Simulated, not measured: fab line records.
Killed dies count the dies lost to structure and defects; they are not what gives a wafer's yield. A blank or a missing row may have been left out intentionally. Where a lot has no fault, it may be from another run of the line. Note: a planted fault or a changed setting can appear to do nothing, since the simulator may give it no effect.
fab line records	flow nand-harc
[record] lots = 7	wafers = 20	last-day = 24
route steps=1159 shown A_ONON_D1@428 END@1159
lots with no fault: from the same line, run without faults
start-h: the number of hours between the record's first day and the start of the first shown wafer of the lot	wait-h: how many hours have passed since the lot's step before this one	" unchanged from the row above	L1.1+2: a row that stands for several wafers	- no value present, or no start provided	* or withheld: withheld	< > ~ a bound
route shown NAME@n: NAME is a module with steps in the file, n the number in the route of the first one	usual: mean/standard deviation of fault-free wafers	same: alike in all rows	chamber/n: place in a boat	sites: the reading at each site	_std_site: standard deviation of those values	_edge_site: the outer-site mean with the inner-site mean subtracted	radius-mm: for every site, how far away it sits from the centre of the wafer	mask NAME#n: copy n	behind: the last tool/chamber to shape the wafer	hold: why the lot went on hold/how many hours it stayed there/how the hold came to an end	device: which transistor (n, p or np) failed to switch	end of line: the route-end tests of the same wafers	a step without rows: its recipe alone	killed: dies lost to structure and defects at the first sort, not the wafer's yield	map: a wafer's dies, marking killed ones x, the rest . and places with no die _
set.NAME: the setting that was run; set.NAME@STEP: the one run at that earlier step	model.NAME: the simulator's own value behind a step, which no gauge read
certain route steps with their lots: each step a table, each wafer a row
services: from which hour (start-h, from the record's first day; less than 0 if before it) a tool's chamber was out of use, for how many hours, and why
[[steps]]
[step NHARC_A_ONON_D1_DEP_06]
[recipe] target-thk-a = 10000	n2-flow-sccm = 2750	n2o-flow-sccm = 2000	nh3-flow-sccm = 500	sih4-flow-sccm = 210	temp-c = 400
[step NHARC_A_ONON_D1_THK_MEAS_08]
[recipe] thk-meas-gauge = ellipsometry
[usual] thk-nm = 999/11
lot.wafer	tool	chamber	start-h	wait-h	thk-nm
L842.1	film-metro-02	-	175.40	-	1004
L842.2	"	-	"	"	1004
L842.3	"	-	"	"	1002
L841.1	film-metro-01	-	175.45	-	1003
L841.2	"	-	"	"	1002
L841.6	"	-	"	"	1003
L853.2	film-metro-02	-	235.55	-	990
L853.4	"	-	"	"	991
L853.6	"	-	"	"	990
L851.2	film-metro-02	-	235.57	-	1007
L851.4	"	-	"	"	1006
L851.6	"	-	"	"	1007
L852.2	film-metro-01	-	235.60	-	1003
L852.3	"	-	"	"	1001
L852.4	"	-	"	"	1002
L854.3	film-metro-01	-	259.59	-	990
L854.4	"	-	"	"	992
L861.4	film-metro-02	-	288.11	-	1008
L861.5	"	-	"	"	1008
L861.6	"	-	"	"	1007
[step NHARC_A_ONON_D1_DEP_09]
[recipe] target-thk-a = 10000	n2-flow-sccm = 2750	n2o-flow-sccm = 2000	nh3-flow-sccm = 500	sih4-flow-sccm = 210	temp-c = 400
[step NHARC_A_ONON_D1_THK_MEAS_11]
[recipe] thk-meas-gauge = ellipsometry
[usual] thk-nm = 1001/11
lot.wafer	tool	chamber	start-h	wait-h	thk-nm
L842.1	film-metro-02	-	175.98	-	1019
L842.2	"	-	"	"	1018
L842.3	"	-	"	"	1018
L841.1	film-metro-02	-	176.32	-	1008
L841.2	"	-	"	"	1007
L841.6	"	-	"	"	1006
L853.2	film-metro-01	-	236.11	-	998
L853.4	"	-	"	"	997
L853.6	"	-	"	"	997
L851.2	film-metro-02	-	236.13	-	1011
L851.4	"	-	"	"	1012
L851.6	"	-	"	"	1013
L852.2	film-metro-01	-	236.16	-	1019
L852.3	"	-	"	"	1018
L852.4	"	-	"	"	1020
L854.3	film-metro-02	-	260.16	-	1021
L854.4	"	-	"	"	1020
L861.4	film-metro-02	-	288.68	-	990
L861.5	"	-	"	"	992
L861.6	"	-	"	"	990
[step NHARC_A_ONON_D1_DEP_12]
[recipe] target-thk-a = 10000	n2-flow-sccm = 2750	n2o-flow-sccm = 2000	nh3-flow-sccm = 500	sih4-flow-sccm = 210	temp-c = 400
[step NHARC_A_ONON_D1_THK_MEAS_14]
[recipe] thk-meas-gauge = ellipsometry
[usual] thk-nm = 999/8
lot.wafer	tool	chamber	start-h	wait-h	thk-nm
L842.1	film-metro-02	-	176.67	-	1008
L842.2	"	-	"	"	1009
L842.3	"	-	"	"	1008
L841.1	film-metro-01	-	176.89	-	989
L841.2	"	-	"	"	988
L841.6	"	-	"	"	989
L853.2	film-metro-02	-	236.68	-	1000
L853.4	"	-	"	"	1000
L853.6	"	-	"	"	1001
L851.2	film-metro-02	-	236.70	-	990
L851.4	"	-	"	"	995
L851.6	"	-	"	"	992
L852.2	film-metro-01	-	236.73	-	994
L852.3	"	-	"	"	994
L852.4	"	-	"	"	994
L854.3	film-metro-01	-	260.75	-	992
L854.4	"	-	"	"	991
L861.4	film-metro-01	-	289.26	-	991
L861.5	"	-	"	"	988
L861.6	"	-	"	"	990
[step NHARC_A_ONON_D1_ANNEAL_15]
[recipe] temp-c = 750	time-s = 3600
[step NHARC_A_ONON_D1_DEP_16]
[recipe] target-thk-a = 10000	n2-flow-sccm = 2750	n2o-flow-sccm = 2000	nh3-flow-sccm = 500	sih4-flow-sccm = 210	temp-c = 400
[step NHARC_A_ONON_D1_THK_MEAS_18]
[recipe] thk-meas-gauge = ellipsometry
[usual] thk-nm = 1002/11
lot.wafer	tool	chamber	start-h	wait-h	thk-nm
L842.1	film-metro-01	-	183.78	-	993
L842.2	"	-	"	"	992
L842.3	"	-	"	"	993
L841.1	film-metro-02	-	183.80	-	997
L841.2	"	-	"	"	999
L841.6	"	-	"	"	997
L853.2	film-metro-01	-	243.76	-	1009
L853.4	"	-	"	"	1010
L853.6	"	-	"	"	1010
L851.2	film-metro-02	-	243.77	-	1004
L851.4	"	-	"	"	1003
L851.6	"	-	"	"	1004
L852.2	film-metro-02	-	244.12	-	1000
L852.3	"	-	"	"	1001
L852.4	"	-	"	"	998
L854.3	film-metro-01	-	267.91	-	1006
L854.4	"	-	"	"	1007
L861.4	film-metro-02	-	296.56	-	998
L861.5	"	-	"	"	999
L861.6	"	-	"	"	1000
[step NHARC_A_ONON_D1_DEP_19]
[recipe] target-thk-a = 10000	n2-flow-sccm = 2750	n2o-flow-sccm = 2000	nh3-flow-sccm = 500	sih4-flow-sccm = 210	temp-c = 400
[step NHARC_A_ONON_D1_THK_MEAS_21]
[recipe] thk-meas-gauge = ellipsometry
[usual] thk-nm = 999/10
lot.wafer	tool	chamber	start-h	wait-h	thk-nm
L842.1	film-metro-01	-	184.35	-	989
L842.2	"	-	"	"	988
L842.3	"	-	"	"	991
L841.1	film-metro-01	-	184.36	-	990
L841.2	"	-	"	"	990
L841.6	"	-	"	"	989
L853.2	film-metro-02	-	244.33	-	1002
L853.4	"	-	"	"	1000
L853.6	"	-	"	"	999
L851.2	film-metro-02	-	244.47	-	1015
L851.4	"	-	"	"	1016
L851.6	"	-	"	"	1016
L852.2	film-metro-02	-	244.68	-	983
L852.3	"	-	"	"	983
L852.4	"	-	"	"	983
L854.3	film-metro-01	-	268.60	-	1003
L854.4	"	-	"	"	1002
L861.4	film-metro-02	-	297.14	-	987
L861.5	"	-	"	"	987
L861.6	"	-	"	"	985
[step NHARC_A_ONON_D1_DEP_22]
[recipe] target-thk-a = 10000	n2-flow-sccm = 2750	n2o-flow-sccm = 2000	nh3-flow-sccm = 500	sih4-flow-sccm = 210	temp-c = 400
lot.wafer	tool	chamber	start-h	wait-h
L842.1+2+3	pecvd-onon-02	0	184.40	0.1
L841.1+2+6	pecvd-onon-04	0	184.42	0.1
L853.2+4+6	pecvd-onon-02	0	244.44	0.1
L851.2+4+6	pecvd-onon-01	0	244.58	0.1
L852.2+3+4	pecvd-onon-02	0	244.79	0.1
L854.3+4	pecvd-onon-02	0	268.78	0.2
L861.4+5+6	pecvd-onon-01	0	297.37	0.2
[step NHARC_A_ONON_D1_THK_MEAS_24]
[recipe] thk-meas-gauge = ellipsometry
[usual] thk-nm = 999/12
lot.wafer	tool	chamber	start-h	wait-h	thk-nm
L842.1	film-metro-01	-	184.92	-	1009
L842.2	"	-	"	"	1009
L842.3	"	-	"	"	1010
L841.1	film-metro-02	-	184.96	-	1010
L841.2	"	-	"	"	1010
L841.6	"	-	"	"	1009
L853.2	film-metro-01	-	244.89	-	982
L853.4	"	-	"	"	615
L853.6	"	-	"	"	981
L851.2	film-metro-01	-	245.06	-	1026
L851.4	"	-	"	"	1025
L851.6	"	-	"	"	1025
L852.2	film-metro-02	-	245.25	-	999
L852.3	"	-	"	"	634
L852.4	"	-	"	"	634
L854.3	film-metro-01	-	269.20	-	644
L854.4	"	-	"	"	643
L861.4	film-metro-01	-	297.71	-	990
L861.5	"	-	"	"	991
L861.6	"	-	"	"	990
[step NHARC_A_ONON_D1_DEP_25]
[recipe] target-thk-a = 10000	n2-flow-sccm = 2750	n2o-flow-sccm = 2000	nh3-flow-sccm = 500	sih4-flow-sccm = 210	temp-c = 400
[step NHARC_END_SORT_01]
[recipe] temp-c = 25
[usual] killed-at-array = 28/11	killed-at-other = 0.8/1.1	killed-at-periphery = 3.3/2.8	killed-dies = 32/11	killed-open = 3.3/1.9	killed-short = 1.9/1.4
[same] gross-dies = 677
lot.wafer	tool	chamber	start-h	wait-h	killed-at-array	killed-at-other	killed-at-periphery	killed-dies	killed-open	killed-short
L842.1	prober-01	0	456.45	2.5	37	1	12	50	2	2
L842.2	prober-01	0	457.24	2.8	26	1	6	33	5	0
L842.3	prober-01	0	458.04	3.1	26	1	11	38	3	4
L853.4	prober-02	0	508.44	3.4	670	0	7	677	5	2
L852.2	prober-01	0	518.87	2.9	39	0	7	46	4	0
L852.3	prober-01	0	519.68	3.2	667	0	10	677	4	2
L852.4	prober-01	0	520.48	3.4	669	1	7	677	5	0
L854.3	prober-02	0	554.75	3.1	673	0	4	677	8	3
L854.4	prober-02	0	555.56	3.4	676	1	0	677	4	1
// killed by level:class
L842.1 A_CHANNEL_HOLE_D1:chamber-film-flake=13 A_SLIT:chamber-film-flake=12 A_WL_FILL:chamber-film-flake=6 P_M0:chamber-film-flake=3 P_BONDPAD:chamber-film-flake=3 A_WL_FILL:geometric-particle:short=2 P_ZERO_WELL:chamber-film-flake=2 P_GATE:chamber-film-flake=2
L842.2 A_CHANNEL_HOLE_D1:chamber-film-flake=14 A_SLIT:chamber-film-flake=7 P_M0:geometric-particle:open=2 A_ONON_D1:geometric-particle:open=1 A_CONTACT:geometric-particle:open=1 A_BLC:geometric-particle:open=1 P_ZERO_WELL:chamber-film-flake=1 P_GATE:chamber-film-flake=1
L842.3 A_CHANNEL_HOLE_D1:chamber-film-flake=11 A_SLIT:chamber-film-flake=6 A_WL_FILL:chamber-film-flake=4 P_M0:chamber-film-flake=4 A_WL_FILL:geometric-particle:short=2 P_BONDPAD:chamber-film-flake=2 P_GATE:geometric-particle:short=1 P_CONTACT:geometric-particle:open=1
L853.4 A_ONON_D1:area-dep=633 A_CHANNEL_HOLE_D1:chamber-film-flake=21 A_STAIRCASE:chamber-film-flake=5 A_CONTACT:chamber-film-flake=5 P_M0:geometric-particle:open=2 P_ZERO_WELL:chamber-film-flake=2 P_STI:geometric-particle:open=1 P_M0:geometric-particle:short=1
L852.2 A_CHANNEL_HOLE_D1:chamber-film-flake=17 A_SLIT:chamber-film-flake=12 A_STAIRCASE:chamber-film-flake=6 A_M0:geometric-particle:open=2 P_STI:chamber-film-flake=2 P_M1:chamber-film-flake=2 P_GATE:geometric-particle:open=1 P_M1:geometric-particle:open=1
L852.3 A_ONON_D1:area-dep=621 A_CHANNEL_HOLE_D1:chamber-film-flake=21 A_SLIT:chamber-film-flake=14 P_M1:chamber-film-flake=7 A_STAIRCASE:chamber-film-flake=2 A_CONTACT:chamber-film-flake=2 P_GATE:geometric-particle:open=1 A_ONON_D1:geometric-particle:open=1
L852.4 A_ONON_D1:area-dep=635 A_CHANNEL_HOLE_D1:chamber-film-flake=19 A_SLIT:chamber-film-flake=11 P_STI:chamber-film-flake=2 P_GATE:geometric-particle:open=1 P_M2:geometric-particle:open=1 A_WL_FILL:geometric-particle:open=1 A_BLC:geometric-particle:open=1
L854.3 A_ONON_D1:area-dep=619 A_CHANNEL_HOLE_D1:chamber-film-flake=21 A_SLIT:chamber-film-flake=15 A_CONTACT:chamber-film-flake=6 A_STAIRCASE:chamber-film-flake=4 A_WL_FILL:geometric-particle:short=2 A_BLC:geometric-particle:open=2 P_CONTACT:geometric-particle:open=1
L854.4 A_ONON_D1:area-dep=624 A_CHANNEL_HOLE_D1:chamber-film-flake=20 A_CONTACT:chamber-film-flake=15 A_SLIT:chamber-film-flake=10 A_CONTACT:geometric-particle:open=2 A_CHANNEL_HOLE_D1:geometric-particle:open=1 A_M0:geometric-particle:short=1 A_M1:geometric-particle:open=1
// map L852.3 (x killed, . not)
____________x____________
_________xxxxxxx_________
_______xxxxxxxxxxx_______
______xxxxxxxxxxxxx______
_____xxxxxxxxxxxxxxx_____
____xxxxxxxxxxxxxxxxx____
____xxxxxxxxxxxxxxxxx____
___xxxxxxxxxxxxxxxxxxx___
___xxxxxxxxxxxxxxxxxxx___
__xxxxxxxxxxxxxxxxxxxxx__
__xxxxxxxxxxxxxxxxxxxxx__
_xxxxxxxxxxxxxxxxxxxxxxx_
_xxxxxxxxxxxxxxxxxxxxxxx_
_xxxxxxxxxxxxxxxxxxxxxxx_
_xxxxxxxxxxxxxxxxxxxxxxx_
_xxxxxxxxxxxxxxxxxxxxxxx_
xxxxxxxxxxxxxxxxxxxxxxxxx
xxxxxxxxxxxxxxxxxxxxxxxxx
xxxxxxxxxxxxxxxxxxxxxxxxx
xxxxxxxxxxxxxxxxxxxxxxxxx
xxxxxxxxxxxxxxxxxxxxxxxxx
_xxxxxxxxxxxxxxxxxxxxxxx_
_xxxxxxxxxxxxxxxxxxxxxxx_
_xxxxxxxxxxxxxxxxxxxxxxx_
_xxxxxxxxxxxxxxxxxxxxxxx_
_xxxxxxxxxxxxxxxxxxxxxxx_
__xxxxxxxxxxxxxxxxxxxxx__
__xxxxxxxxxxxxxxxxxxxxx__
___xxxxxxxxxxxxxxxxxxx___
___xxxxxxxxxxxxxxxxxxx___
____xxxxxxxxxxxxxxxxx____
____xxxxxxxxxxxxxxxxx____
_____xxxxxxxxxxxxxxx_____
______xxxxxxxxxxxxx______
_______xxxxxxxxxxx_______
_________xxxxxxx_________
____________x____________
// map L853.4 (x killed, . not)
____________x____________
_________xxxxxxx_________
_______xxxxxxxxxxx_______
______xxxxxxxxxxxxx______
_____xxxxxxxxxxxxxxx_____
____xxxxxxxxxxxxxxxxx____
____xxxxxxxxxxxxxxxxx____
___xxxxxxxxxxxxxxxxxxx___
___xxxxxxxxxxxxxxxxxxx___
__xxxxxxxxxxxxxxxxxxxxx__
__xxxxxxxxxxxxxxxxxxxxx__
_xxxxxxxxxxxxxxxxxxxxxxx_
_xxxxxxxxxxxxxxxxxxxxxxx_
_xxxxxxxxxxxxxxxxxxxxxxx_
_xxxxxxxxxxxxxxxxxxxxxxx_
_xxxxxxxxxxxxxxxxxxxxxxx_
xxxxxxxxxxxxxxxxxxxxxxxxx
xxxxxxxxxxxxxxxxxxxxxxxxx
xxxxxxxxxxxxxxxxxxxxxxxxx
xxxxxxxxxxxxxxxxxxxxxxxxx
xxxxxxxxxxxxxxxxxxxxxxxxx
_xxxxxxxxxxxxxxxxxxxxxxx_
_xxxxxxxxxxxxxxxxxxxxxxx_
_xxxxxxxxxxxxxxxxxxxxxxx_
_xxxxxxxxxxxxxxxxxxxxxxx_
_xxxxxxxxxxxxxxxxxxxxxxx_
__xxxxxxxxxxxxxxxxxxxxx__
__xxxxxxxxxxxxxxxxxxxxx__
___xxxxxxxxxxxxxxxxxxx___
___xxxxxxxxxxxxxxxxxxx___
____xxxxxxxxxxxxxxxxx____
____xxxxxxxxxxxxxxxxx____
_____xxxxxxxxxxxxxxx_____
______xxxxxxxxxxxxx______
_______xxxxxxxxxxx_______
_________xxxxxxx_________
____________x____________
[[services]]
tool	chamber	start-h	hours	kind
pecvd-onon-01	-	195.43	13.0	pm
pecvd-onon-01	-	214.07	2.1	repair
pecvd-onon-04	-	237.00	13.0	pm
pecvd-onon-02	-	292.00	13.0	pm
[[key]]
[first-sign] step = NHARC_A_ONON_D1_THK_MEAS_24	reading = thk-nm	direction = down	sigmas = 31	usual = 999	struck = 634
[effect] step = NHARC_END_SORT_01	reading = killed-at-array	direction = up	sigmas = 58	usual = 28	struck = 671
[more-kills-born-at] NHARC_A_ONON_D1_DEP_22@pecvd-onon-02 = 3132
met-at NHARC_A_ONON_D1_DEP_22
struck-wafers L852.3,L852.4,L853.4,L854.3,L854.4
later-rows-left-out L852.3,L852.4,L853.4,L854.3,L854.4
tester-left-out L852,L853,L854
[fault] kind = process-parameter-drift	tool = pecvd-onon-02	chamber = -	onset-h = 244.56	steps = NHARC_A_ONON_D1_DEP_22	channel = target-thk-a	offset = *	shape = step	end-h = 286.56	scope = struck-wafers-only	acts-in = *	stated = *
// tester-left-out: of these lots the tester's yield and bins aren't shown, on N5 and GAA mostly nor the transistor test; their killed dies are dies lost to structure and defects alone, not to doping, threshold or leakage, so they don't give the yield
// later-rows-left-out: the simulator's readings of these wafers behind a module that went badly wrong aren't trusted and aren't shown, but for the sort
